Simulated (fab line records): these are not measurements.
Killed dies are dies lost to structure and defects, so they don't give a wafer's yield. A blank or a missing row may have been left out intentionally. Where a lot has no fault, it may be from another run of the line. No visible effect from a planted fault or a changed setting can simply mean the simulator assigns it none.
Chamber matching	flow n5_finfet	4 sister chambers for N5_BEOL_M6_STRIP_19 on rie_diel-01
The step strips in O2. 22 wafers are shown with their chamber, then 11 later ones without.

## EACH WAFER AND ITS CHAMBER
wafer	chamber	showerhead_plenum_p_Torr (Torr)	drypump_motor_current_A (A)	throttle_valve_pct (%)
L076.1	1	2.04	4.9	16.31
L076.2	3	2.14	5.8	16.58
L076.4	0	2.15	5.4	16.81
L078.1	0	2.15	5.3	16.81
L078.2	2	2.08	5.5	16.55
L078.3	1	2.04	4.9	16.30
L079.1	1	2.04	4.8	16.29
L079.2	0	2.15	5.4	16.82
L079.3	3	2.14	5.8	16.58
L080.2	2	2.08	5.5	16.61
L080.5	0	2.15	5.4	16.81
L080.6	1	2.04	4.8	16.31
L081.1	2	2.08	5.5	16.60
L081.2	0	2.15	5.4	16.80
L081.6	3	2.14	5.8	16.61
L084.1	3	2.14	5.8	16.60
L084.3	1	2.04	4.9	16.33
L084.6	3	2.14	5.8	16.62
L088.1	3	2.14	5.8	16.62
L088.3	1	2.03	4.9	16.35
L088.4	2	2.07	5.5	16.60
L087.3	0	2.14	5.3	16.84

SIGNATURES (means of the wafers above)
reading	chamber 0	chamber 1	chamber 2	chamber 3	scatter within a chamber
showerhead_plenum_p_Torr	2.1483	2.0383	2.0775	2.1400	0.00366
drypump_motor_current_A	5.367	4.867	5.500	5.800	0.0385
throttle_valve_pct	16.8150	16.3150	16.5900	16.6017	0.02
Rule: a wafer's distance from a chamber is the root of the sum, over the readings, of the square of ((its reading less the chamber's mean) divided by the reading's scatter). The wafer belongs to the nearest chamber; if the next one is less than 2 further off, it can't be placed. How the scatter is found: for the shown wafers, subtract from each reading the mean of its chamber, square and add these, divide the total by (wafers less chambers), then take the root.

## WAFERS MISSING THEIR CHAMBER
wafer	showerhead_plenum_p_Torr (Torr)	drypump_motor_current_A (A)	throttle_valve_pct (%)
L087.5	2.03	4.9	16.37
L087.6	2.07	5.5	16.61
L091.1	2.14	5.3	16.87
L091.5	2.13	5.8	16.64
L091.6	2.07	5.5	16.64
L090.1	2.14	5.4	16.88
L090.3	2.13	5.7	16.63
L090.5	2.13	5.8	16.64
L097.3	2.07	5.5	16.66
L097.4	2.03	4.9	16.40
L097.5	2.13	5.3	16.88

## WHICH CHAMBER EACH ONE RAN IN
wafer	from the rows above	in truth
L087.5	1	1
L087.6	2	2
L091.1	0	0
L091.5	3	3
L091.6	2	2
L090.1	0	0
L090.3	3	3
L090.5	3	3
L097.3	2	2
L097.4	1	1
L097.5	0	0
Correctly placed: 11 of 11. From these rows, 0 cannot be placed. 0 placed wrongly.
